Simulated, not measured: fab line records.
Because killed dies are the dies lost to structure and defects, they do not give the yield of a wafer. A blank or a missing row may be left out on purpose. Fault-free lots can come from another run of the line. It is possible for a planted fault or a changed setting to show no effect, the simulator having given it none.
Chamber matching :: flow n5-finfet :: N5_BEOL_M14_ILD_DEP_00 on pecvd-01 has 3 sister chambers
The step deposits SiO2 from TEOS/O2, target thk 1119.3 nm, time 237.4 s. 16 wafers are shown with their chamber, then 8 later ones without.

## EACH WAFER AND ITS CHAMBER
wafer: L075.1
chamber: 2
throttle-valve-pct (%): 18.1
showerhead-plenum-p-Torr (Torr): 8.29
heater-power-w (W): 387

wafer: L075.2
chamber: 0
throttle-valve-pct (%): 16.8
showerhead-plenum-p-Torr (Torr): 8.40
heater-power-w (W): 700

wafer: L075.6
chamber: 1
throttle-valve-pct (%): 19.0
showerhead-plenum-p-Torr (Torr): 8.35
heater-power-w (W): 425

wafer: L074.2
chamber: 1
throttle-valve-pct (%): 19.2
showerhead-plenum-p-Torr (Torr): 8.32
heater-power-w (W): 544

wafer: L074.3
chamber: 0
throttle-valve-pct (%): 16.7
showerhead-plenum-p-Torr (Torr): 8.39
heater-power-w (W): 655

wafer: L074.5
chamber: 2
throttle-valve-pct (%): 18.4
showerhead-plenum-p-Torr (Torr): 8.32
heater-power-w (W): 493

wafer: L076.1
chamber: 1
throttle-valve-pct (%): 19.1
showerhead-plenum-p-Torr (Torr): 8.32
heater-power-w (W): 448

wafer: L076.3
chamber: 0
throttle-valve-pct (%): 17.0
showerhead-plenum-p-Torr (Torr): 8.41
heater-power-w (W): 689

wafer: L076.6
chamber: 2
throttle-valve-pct (%): 18.0
showerhead-plenum-p-Torr (Torr): 8.28
heater-power-w (W): 476

wafer: L077.1
chamber: 1
throttle-valve-pct (%): 19.0
showerhead-plenum-p-Torr (Torr): 8.30
heater-power-w (W): 563

wafer: L077.4
chamber: 0
throttle-valve-pct (%): 16.8
showerhead-plenum-p-Torr (Torr): 8.41
heater-power-w (W): 539

wafer: L077.5
chamber: 2
throttle-valve-pct (%): 18.3
showerhead-plenum-p-Torr (Torr): 8.31
heater-power-w (W): 515

wafer: L079.1
chamber: 1
throttle-valve-pct (%): 19.1
showerhead-plenum-p-Torr (Torr): 8.33
heater-power-w (W): 522

wafer: L079.4
chamber: 2
throttle-valve-pct (%): 18.3
showerhead-plenum-p-Torr (Torr): 8.29
heater-power-w (W): 513

wafer: L079.6
chamber: 1
throttle-valve-pct (%): 19.0
showerhead-plenum-p-Torr (Torr): 8.31
heater-power-w (W): 562

wafer: L086.1
chamber: 2
throttle-valve-pct (%): 18.1
showerhead-plenum-p-Torr (Torr): 8.31
heater-power-w (W): 507

SIGNATURES, as means of the wafers listed above
reading: throttle-valve-pct
chamber 0: 16.825
chamber 1: 19.067
chamber 2: 18.200
scatter within a chamber: 0.124

reading: showerhead-plenum-p-Torr
chamber 0: 8.4025
chamber 1: 8.3217
chamber 2: 8.3000
scatter within a chamber: 0.0151

reading: heater-power-w
chamber 0: 645.75
chamber 1: 510.67
chamber 2: 481.83
scatter within a chamber: 59.5
Rule: a wafer's distance from a chamber is the root of the sum, over the readings, of the square of ((its reading less the chamber's mean) divided by the reading's scatter). The wafer belongs to the nearest chamber; if the next one is less than 2 further off, it can't be placed. The scatter: take each reading less its chamber's mean, square it, sum over the shown wafers, divide by the number of wafers less the number of chambers, and take the root.

## WAFERS WITH NO CHAMBER GIVEN
wafer: L086.2
throttle-valve-pct (%): 17.2
showerhead-plenum-p-Torr (Torr): 8.42
heater-power-w (W): 692

wafer: L086.4
throttle-valve-pct (%): 16.9
showerhead-plenum-p-Torr (Torr): 8.42
heater-power-w (W): 533

wafer: L087.1
throttle-valve-pct (%): 19.3
showerhead-plenum-p-Torr (Torr): 8.34
heater-power-w (W): 500

wafer: L087.5
throttle-valve-pct (%): 19.3
showerhead-plenum-p-Torr (Torr): 8.32
heater-power-w (W): 546

wafer: L087.6
throttle-valve-pct (%): 18.4
showerhead-plenum-p-Torr (Torr): 8.30
heater-power-w (W): 380

wafer: L093.2
throttle-valve-pct (%): 17.0
showerhead-plenum-p-Torr (Torr): 8.41
heater-power-w (W): 623

wafer: L093.3
throttle-valve-pct (%): 18.4
showerhead-plenum-p-Torr (Torr): 8.31
heater-power-w (W): 431

wafer: L093.5
throttle-valve-pct (%): 19.2
showerhead-plenum-p-Torr (Torr): 8.32
heater-power-w (W): 427

## WHICH CHAMBER EACH ONE RAN IN
wafer: L086.2
from the rows above: 0
in truth: 0

wafer: L086.4
from the rows above: 0
in truth: 0

wafer: L087.1
from the rows above: 1
in truth: 1

wafer: L087.5
from the rows above: 1
in truth: 1

wafer: L087.6
from the rows above: 2
in truth: 2

wafer: L093.2
from the rows above: 0
in truth: 0

wafer: L093.3
from the rows above: 2
in truth: 2

wafer: L093.5
from the rows above: 1
in truth: 1
Placed correctly: 8 of 8. Left unplaced by these rows: 0. Number placed wrongly: 0.
